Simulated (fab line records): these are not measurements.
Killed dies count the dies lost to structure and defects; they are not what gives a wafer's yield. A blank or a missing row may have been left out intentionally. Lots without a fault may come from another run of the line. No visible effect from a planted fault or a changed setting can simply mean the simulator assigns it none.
Matching of chambers :: flow nand_harc :: NHARC_P_M2_CMP_23 on cmp-04: 4 sister chambers
The step polishes, t overpolish 20 s, target thk 144.3 nm. 8 wafers are shown with their chamber, then 8 later ones without.

## WAFERS WITH THEIR CHAMBER
wafer: L088.3
chamber: 3
motor_current_A (A): 12.3
time_to_endpoint_s (s): 31

wafer: L089.2
chamber: 2
motor_current_A (A): 10.8
time_to_endpoint_s (s): 27

wafer: L089.3
chamber: 1
motor_current_A (A): 10.5
time_to_endpoint_s (s): 34

wafer: L089.5
chamber: 1
motor_current_A (A): 9.7
time_to_endpoint_s (s): 32

wafer: L090.1
chamber: 3
motor_current_A (A): 12.6
time_to_endpoint_s (s): 32

wafer: L090.4
chamber: 2
motor_current_A (A): 11.3
time_to_endpoint_s (s): 28

wafer: L090.5
chamber: 0
motor_current_A (A): 11.1
time_to_endpoint_s (s): 28

wafer: L093.1
chamber: 0
motor_current_A (A): 11.9
time_to_endpoint_s (s): 27

## WAFERS WITHOUT THEIR CHAMBER
wafer: L093.3
motor_current_A (A): 12.6
time_to_endpoint_s (s): 28

wafer: L093.6
motor_current_A (A): 10.1
time_to_endpoint_s (s): 33

wafer: L095.3
motor_current_A (A): 12.5
time_to_endpoint_s (s): 33

wafer: L095.5
motor_current_A (A): 12.9
time_to_endpoint_s (s): 32

wafer: L095.6
motor_current_A (A): 10.4
time_to_endpoint_s (s): 29

wafer: L096.1
motor_current_A (A): 11.6
time_to_endpoint_s (s): 29

wafer: L096.5
motor_current_A (A): 12.5
time_to_endpoint_s (s): 33

wafer: L096.6
motor_current_A (A): 11.5
time_to_endpoint_s (s): 27

## WHICH CHAMBER EACH ONE RAN IN
wafer: L093.3
from the rows above: can't be placed: 0 or 2 or 3
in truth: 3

wafer: L093.6
from the rows above: 1
in truth: 1

wafer: L095.3
from the rows above: 3
in truth: 3

wafer: L095.5
from the rows above: 3
in truth: 3

wafer: L095.6
from the rows above: can't be placed: 2 or 0
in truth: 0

wafer: L096.1
from the rows above: can't be placed: 0 or 2 or 3
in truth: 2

wafer: L096.5
from the rows above: 3
in truth: 3

wafer: L096.6
from the rows above: can't be placed: 0 or 2
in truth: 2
Placed correctly: 4 of 8. Unplaceable from these rows: 4, with the true chamber sitting among the candidates in 4. Number placed wrongly: 0.
How it was worked out, from the rows above alone: a wafer's distance from a chamber is the root of the sum, over the readings, of the square of ((its reading less the chamber's mean) divided by the reading's scatter). The wafer belongs to the nearest chamber; if the next one is less than 2 further off, it can't be placed. A chamber's mean is the mean of its shown wafers. How the scatter is found: for the shown wafers, subtract from each reading the mean of its chamber, square and add these, divide the total by (wafers less chambers), then take the root.
